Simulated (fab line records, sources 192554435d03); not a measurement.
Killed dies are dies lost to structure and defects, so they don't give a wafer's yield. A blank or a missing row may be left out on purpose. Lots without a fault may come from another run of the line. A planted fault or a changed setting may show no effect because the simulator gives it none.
Chamber matching | flow n5_finfet | N5_BEOL_M9_DESCUM_16 on rie_diel-02: 4 sister chambers
The step chemistry O2, time 7.9 s. 8 wafers are shown with their chamber, then 11 later ones without.

WAFERS WITH THEIR CHAMBER
wafer  | chamber | drypump_motor_current_A (A) | showerhead_plenum_p_Torr (Torr)
L075.5 | 0       | 5.0                         | 2.15
L081.4 | 1       | 6.4                         | 2.01
L088.1 | 2       | 5.6                         | 2.16
L088.3 | 0       | 5.0                         | 2.14
L086.2 | 1       | 6.5                         | 2.00
L086.3 | 3       | 6.0                         | 1.97
L086.5 | 2       | 5.6                         | 2.16
L089.2 | 3       | 6.0                         | 1.97

WAFERS WITHOUT THEIR CHAMBER
wafer  | drypump_motor_current_A (A) | showerhead_plenum_p_Torr (Torr)
L089.3 | 6.4                         | 2.00
L089.5 | 6.0                         | 1.97
L092.3 | 6.0                         | 1.97
L092.4 | 6.0                         | 1.97
L092.5 | 6.4                         | 2.00
L091.2 | 6.4                         | 2.00
L091.4 | 6.0                         | 1.97
L091.6 | 6.4                         | 2.00
L094.1 | 6.4                         | 2.00
L094.2 | 5.6                         | 2.16
L094.6 | 5.6                         | 2.16

WHICH CHAMBER EACH WENT THROUGH
wafer  | from the rows above | in truth
L089.3 | 1                   | 1
L089.5 | 3                   | 3
L092.3 | 3                   | 3
L092.4 | 3                   | 3
L092.5 | 1                   | 1
L091.2 | 1                   | 1
L091.4 | 3                   | 3
L091.6 | 1                   | 1
L094.1 | 1                   | 1
L094.2 | 2                   | 2
L094.6 | 2                   | 2
Placed correctly: 11 of 11. Can't be placed from these rows: 0. Placed wrongly: 0.
How it was worked out, from the rows above alone: a wafer's distance from a chamber is the root of the sum, over the readings, of the square of ((its reading less the chamber's mean) divided by the reading's scatter). The wafer belongs to the nearest chamber; if the next one is less than 2 further off, it can't be placed. A chamber's mean is the mean of its shown wafers. The scatter: the root of (the sum of the squares of (reading less its chamber's mean) over the shown wafers, divided by (wafers less chambers)).
